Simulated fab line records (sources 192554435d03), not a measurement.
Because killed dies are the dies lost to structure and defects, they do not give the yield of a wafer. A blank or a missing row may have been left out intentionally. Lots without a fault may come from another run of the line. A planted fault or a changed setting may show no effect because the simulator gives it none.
fab line records | flow n5_finfet | part 2 of 2: steps 24 to 32 of 32
[record] lots = 5 | wafers = 15 | last_day = 18
route steps=1938 shown ILD0@345 SDB@347
lots that met no fault: taken from a fault-free run of the same line
start_h: hours from the record's opening day to when the first of the lot's shown wafers began | wait_h: hours from the lot's prior step to this one | " unchanged from the row above | L1.1+2: a single row standing in for several wafers | - no value, or no start given | * or withheld: withheld | < > ~ a bound
route shown NAME@n: names a module that has steps shown in the file, with the first one's number in the route | usual: mean/standard deviation taken from wafers without a fault | same: alike in all rows | chamber/n: place in a boat | sites: readings site by site | _std_site: the standard deviation of these | _edge_site: the outer-site mean with the inner-site mean subtracted | radius_mm: how far each site lies from the wafer's centre | mask NAME#n: copy n | behind: the last tool/chamber to shape the wafer | hold: why the lot went on hold/how many hours it stayed there/how the hold came to an end | device: the n, p or np transistor that did not switch | end of line: at the end of the route, the tests of the same wafers | for a step that has no rows: nothing shown but its recipe | killed: dies that structure and defects cost at the first sort, which is not the same as the wafer's yield | map: a wafer's dies, x killed, . not, _ none there
set.NAME: setting as actually run; set.NAME@STEP: the setting as run at that earlier step | model.NAME: the simulator's own value behind a step, which no gauge read
lots at selected steps of the route; one table per step, one row per wafer
services: when a tool's chamber went out of use (start_h, in hours from the record's first day, below 0 if earlier), for how many hours, and the reason
[[steps]]
[step N5_SDB_ETCH_25]
[recipe] chemistry = C4F6/O2 | target = SiO2 | target_depth_a = 100 | time_s = 3.3 | ion_energy_ev = 250 | mask_material = SiNx | pressure_mtorr = 30 | source_w = 345 | bias_w = 185 | Ar_flow_sccm = 300 | C4F6_flow_sccm = 10 | O2_flow_sccm = 10
[usual] drypump_motor_current_A = 5.8/0.43 | oes_product_au = 0.80/0.091 | rf_vpp_V = 662/7 | showerhead_plenum_p_Torr = 2.86/0.088 | throttle_valve_pct = 21.03/0.23
lot.wafer | tool        | chamber | start_h | wait_h | drypump_motor_current_A | oes_product_au | rf_hours_counter_h | rf_vpp_V | showerhead_plenum_p_Torr | throttle_valve_pct
L079.1    | rie_diel-03 | 2       | 97.13   | 0.0    | 6.4                     | 0.74           | 166                | 673      | 2.72                     | 21.02
L079.3    | "           | 3       | "       | "      | 6.3                     | 0.72           | 214                | 659      | 2.83                     | 21.50
L079.6    | "           | 1       | "       | "      | 5.8                     | 0.74           | -                  | 666      | 2.95                     | 21.03
L085.1    | rie_diel-02 | 1       | 134.24  | 0.0    | 4.8                     | 0.72           | 215                | 663      | 2.71                     | 21.08
L085.2    | "           | 0       | "       | "      | 5.5                     | 0.82           | 91                 | 663      | 2.88                     | 20.78
L085.5    | "           | 2       | "       | "      | 5.6                     | 1.01           | -                  | 659      | 2.91                     | 21.34
L088.3    | rie_diel-02 | 0       | 151.74  | 0.0    | 5.6                     | 0.81           | 97                 | 662      | 2.88                     | 20.78
L088.5    | "           | 3       | "       | "      | 5.9                     | 0.81           | -                  | 670      | 2.89                     | 21.24
L088.6    | "           | 2       | "       | "      | 5.6                     | 0.98           | -                  | 660      | 2.91                     | 21.35
L093.1    | rie_diel-01 | 1       | 181.38  | 0.0    | 5.9                     | 0.88           | 33                 | 655      | 2.78                     | 20.97
L093.5    | "           | 1       | "       | "      | 5.9                     | 0.89           | -                  | 655      | 2.78                     | 20.95
L093.6    | "           | 2       | "       | "      | 5.6                     | 0.75           | -                  | 651      | 2.84                     | 20.89
L097.2    | rie_diel-02 | 3       | 202.50  | 0.4    | 5.9                     | 0.79           | 100                | 672      | 2.88                     | 21.24
L097.4    | "           | 1       | "       | "      | 4.8                     | 0.68           | 238                | 663      | 2.70                     | 21.08
L097.6    | "           | 2       | "       | "      | 5.6                     | 0.91           | -                  | 658      | 2.90                     | 21.39
[step N5_SDB_CUT_ETCH_26]
[recipe] chemistry = HBr/Cl2/O2 | target = Si | target_depth_a = 1296 | bt_time_s = 20 | mask_material = SiNx | time_s = 51.8 | ion_energy_ev = * | bias_w = * | pressure_mtorr = 10 | icp_w = 800 | HBr_flow_sccm = 150 | Cl2_flow_sccm = 80 | O2_flow_sccm = 12
[usual] drypump_motor_current_A = 5.6/0.48 | oes_product_au = 0.995/0.014 | throttle_valve_pct = 37.21/0.19
lot.wafer | tool      | chamber | start_h | wait_h | drypump_motor_current_A | oes_product_au | rf_hours_counter_h | throttle_valve_pct
L079.1    | rie_si-03 | 1       | 97.21   | 0.1    | 5.4                     | 1.011          | 11                 | 37.17
L079.3    | "         | 0       | "       | "      | 6.2                     | 0.999          | 128                | 37.25
L079.6    | "         | 1       | "       | "      | 5.4                     | 1.019          | -                  | 37.17
L085.1    | rie_si-06 | 3       | 134.33  | 0.1    | 5.6                     | 1.009          | 3                  | 37.72
L085.2    | "         | 1       | "       | "      | 4.7                     | 1.006          | 133                | 37.13
L085.5    | "         | 2       | "       | "      | 6.1                     | 1.001          | -                  | 37.26
L088.3    | rie_si-05 | 0       | 151.83  | 0.1    | 4.9                     | 1.001          | 8                  | 37.08
L088.5    | "         | 3       | "       | "      | 5.7                     | 0.982          | -                  | 37.24
L088.6    | "         | 0       | "       | "      | 4.9                     | 0.993          | -                  | 37.07
L093.1    | rie_si-05 | 3       | 181.47  | 0.1    | 5.7                     | 0.978          | 165                | 37.26
L093.5    | "         | 3       | "       | "      | 5.7                     | 0.974          | -                  | 37.23
L093.6    | "         | 2       | "       | "      | 5.4                     | 0.968          | -                  | 37.17
L097.2    | rie_si-06 | 3       | 202.58  | 0.1    | 5.6                     | 1.007          | 5                  | 37.73
L097.4    | "         | 1       | "       | "      | 4.7                     | 1.008          | 134                | 37.11
L097.6    | "         | 1       | "       | "      | 4.7                     | 0.995          | -                  | 37.10
[step N5_SDB_PRECLEAN_38]
[recipe] chemistry = dHF | time_s = 10 | dilution = 750:1 | temp_c = 25
lot.wafer  | tool         | chamber | start_h | wait_h
L079.1+3+6 | wet_bench-01 | 2,4,6   | 97.33   | 0.1
L085.1+2+5 | wet_bench-01 | 2,0,1   | 134.44  | 0.1
L088.3+5+6 | wet_bench-04 | 7,5,2   | 151.94  | 0.1
L093.1+5+6 | wet_bench-01 | 7,5,3   | 181.58  | 0.1
L097.2+4+6 | wet_bench-04 | 4,5,0   | 202.70  | 0.1
[step N5_SDB_PRECLEAN_39]
[recipe] chemistry = O3/DIW | time_s = 45 | temp_c = 22 | o3_ppm = 10
lot.wafer  | tool         | chamber | start_h | wait_h
L079.1+3+6 | wet_bench-01 | 2,4,6   | 97.33   | 0.0
L085.1+2+5 | wet_bench-01 | 2,0,1   | 134.45  | 0.0
L088.3+5+6 | wet_bench-04 | 7,5,2   | 151.95  | 0.0
L093.1+5+6 | wet_bench-01 | 7,5,3   | 181.59  | 0.0
L097.2+4+6 | wet_bench-04 | 4,5,0   | 202.71  | 0.0
[step N5_SDB_SRD_28]
[recipe] dry = ipa_marangoni | time_s = 30 | temp_c = 23 | rinse_liquid = diw
lot.wafer  | tool         | chamber | start_h | wait_h
L079.1+3+6 | wet_bench-01 | 2,4,6   | 97.35   | 0.0
L085.1+2+5 | wet_bench-01 | 2,0,1   | 134.46  | 0.0
L088.3+5+6 | wet_bench-04 | 7,5,2   | 151.96  | 0.0
L093.1+5+6 | wet_bench-01 | 7,5,3   | 181.60  | 0.0
L097.2+4+6 | wet_bench-04 | 4,5,0   | 202.72  | 0.0
[step N5_SDB_ALD_29]
[recipe] material = SiNx | target_thk_a = 300 | temp_c = 400 | ald_precursor_family = SiH2I2 | ald_co_reactant = N2/H2-plasma | pulse_time_s = 1 | ald_cycles = 600 | purge_time_s = 2 | co_reactant_purge_time_s = 2 | pressure_torr = 2
[usual] heater_power_w = 860/110 | precursor_pulse_height_rel = 0.999/0.02
lot.wafer | tool       | chamber | start_h | wait_h | heater_power_w | precursor_pulse_height_rel
L079.1    | ald_sin-04 | 2       | 97.39   | 0.0    | 925            | 1.015
L079.3    | "          | 3       | "       | "      | 722            | 1.004
L079.6    | "          | 0       | 98.75   | 1.4    | 971            | 0.970
L085.1    | ald_sin-01 | 3       | 135.00  | 0.5    | 765            | 0.996
L085.2    | "          | 2       | "       | "      | 713            | 1.023
L085.5    | "          | 1       | 136.36  | 1.9    | 1059           | 0.982
L088.3    | ald_sin-01 | 2       | 152.01  | 0.0    | 714            | 0.990
L088.5    | "          | 2       | 153.36  | 1.4    | 722            | 1.001
L088.6    | "          | 1       | "       | "      | 1011           | 1.021
L093.1    | ald_sin-03 | 0       | 182.09  | 0.5    | 888            | 1.005
L093.5    | "          | 0       | 183.45  | 1.8    | 863            | 0.985
L093.6    | "          | 1       | "       | "      | 864            | 0.980
L097.2    | ald_sin-01 | 1       | 202.77  | 0.0    | 1014           | 1.001
L097.4    | "          | 0       | "       | "      | 989            | 0.988
L097.6    | "          | 1       | 204.12  | 1.4    | 1024           | 1.013
[step N5_SDB_CMP_30]
[recipe] stop_on = poly-Si | t_overpolish_s = 1.54 | post_cmp_clean = alkaline_brush | down_force_psi = 4.1491 | platen_rpm = 51.796 | pad_velocity_m_s = 1.0306 | target_thk_nm = 30
[usual] motor_current_A = 13.0/0.73 | overpolish_run_s = 1.539/0.0084 | time_to_endpoint_s = 17.0/2
lot.wafer | tool   | chamber | start_h | wait_h | motor_current_A | overpolish_run_s | time_to_endpoint_s
L079.3    | cmp-02 | 0       | 100.13  | 1.4    | 13.4            | 1.531            | 18.3
L079.1    | "      | 1       | "       | "      | 13.7            | 1.539            | 18.7
L079.6    | "      | 0       | "       | "      | 14.3            | 1.536            | 16.5
L085.2    | cmp-01 | 3       | 137.83  | 1.5    | 13.6            | 1.542            | 15.8
L085.1    | "      | 0       | "       | "      | 14.5            | 1.537            | 17.7
L085.5    | "      | 2       | "       | "      | 12.6            | 1.549            | 16.1
L088.3    | cmp-01 | 0       | 154.82  | 1.5    | 13.9            | 1.541            | 15.3
L088.5    | "      | 2       | "       | "      | 12.5            | 1.545            | 13.4
L088.6    | "      | 3       | "       | "      | 12.0            | 1.554            | 15.7
L093.1    | cmp-02 | 2       | 184.90  | 1.5    | 13.8            | 1.519            | 14.9
L093.6    | "      | 0       | "       | "      | 13.6            | 1.542            | 16.0
L093.5    | "      | 1       | "       | "      | 13.9            | 1.544            | 15.7
L097.2    | cmp-02 | 1       | 205.51  | 1.4    | 12.9            | 1.556            | 18.4
L097.4    | "      | 0       | "       | "      | 14.6            | 1.539            | 18.3
L097.6    | "      | 2       | "       | "      | 14.2            | 1.551            | 17.8
[step N5_SDB_THK_MEAS_31]
[recipe] reads = a-Si_of_DUMMY_GATE_CVD_03
[usual] SDB_THK = 64.2/1
lot.wafer | tool          | chamber | start_h | wait_h | SDB_THK[nm]
L079.1    | film_metro-01 | -       | 100.42  | -      | 66.3
L079.3    | "             | -       | "       | "      | 63.7
L079.6    | "             | -       | "       | "      | 65.7
L085.1    | film_metro-01 | -       | 138.04  | -      | 66.0
L085.2    | "             | -       | "       | "      | 64.6
L085.5    | "             | -       | "       | "      | 64.9
L088.3    | film_metro-01 | -       | 155.04  | -      | 62.6
L088.5    | "             | -       | "       | "      | 63.5
L088.6    | "             | -       | "       | "      | 63.5
L093.1    | film_metro-01 | -       | 185.12  | -      | 64.7
L093.5    | "             | -       | "       | "      | 64.1
L093.6    | "             | -       | "       | "      | 63.6
L097.2    | film_metro-01 | -       | 205.80  | -      | 63.9
L097.4    | "             | -       | "       | "      | 62.7
L097.6    | "             | -       | "       | "      | 63.6
[step N5_SDB_INSPECT_36]
[recipe] inspect_instrument = darkfield | mode = post_cmp
[usual] raw_defect_count = 34/17
lot.wafer | tool              | chamber | start_h | wait_h | raw_defect_count
L079.1    | defect_inspect-01 | -       | 100.45  | 0.0    | 42
L079.3    | "                 | -       | "       | "      | 35
L079.6    | "                 | -       | "       | "      | 18
L085.1    | defect_inspect-01 | -       | 138.07  | 0.0    | 50
L085.2    | "                 | -       | "       | "      | 55
L085.5    | "                 | -       | "       | "      | 23
L088.3    | defect_inspect-01 | -       | 155.06  | 0.0    | 19
L088.5    | "                 | -       | "       | "      | 35
L088.6    | "                 | -       | "       | "      | 17
L093.1    | defect_inspect-02 | -       | 185.15  | 0.0    | 26
L093.5    | "                 | -       | "       | "      | 41
L093.6    | "                 | -       | "       | "      | 44
L097.2    | defect_inspect-01 | -       | 205.83  | 0.0    | 34
L097.4    | "                 | -       | "       | "      | 15
L097.6    | "                 | -       | "       | "      | 31
[[services]]
tool            | chamber | start_h | hours | kind
rie_diel-03     | -       | 72.00   | 15.6  | pm
wet_bench-03    | -       | 78.69   | 1.1   | repair
rie_si-06       | 2       | 92.58   | 2.7   | repair
cmp-01          | -       | 97.77   | 19.5  | repair
cmp-02          | -       | 104.25  | 0.9   | repair
arfi_scanner-02 | -       | 114.21  | 1.0   | pm
arfi_scanner-03 | -       | 114.28  | 1.3   | pm
arfi_scanner-02 | -       | 121.88  | 0.8   | pm
arfi_scanner-03 | -       | 121.95  | 1.2   | repair
cmp-02          | -       | 124.95  | 4.0   | pm
rie_si-05       | 3       | 127.80  | 16.1  | repair
arfi_scanner-03 | -       | 131.11  | 2.3   | repair
plasma_asher-01 | -       | 132.90  | 0.6   | repair
cmp-01          | -       | 133.97  | 2.0   | repair
arfi_scanner-03 | -       | 135.20  | 0.8   | pm
arfi_scanner-02 | -       | 137.52  | 1.8   | repair
plasma_asher-02 | -       | 139.38  | 4.3   | pm
arfi_scanner-02 | -       | 146.36  | 1.3   | pm
rie_diel-02     | 3       | 152.96  | 1.8   | repair
wet_bench-04    | -       | 160.10  | 6.4   | repair
rie_diel-03     | 0       | 165.62  | 14.4  | repair
rie_diel-02     | 0       | 174.77  | 2.9   | repair
cmp-02          | -       | 183.50  | 0.6   | repair
plasma_asher-02 | -       | 189.71  | 1.6   | repair
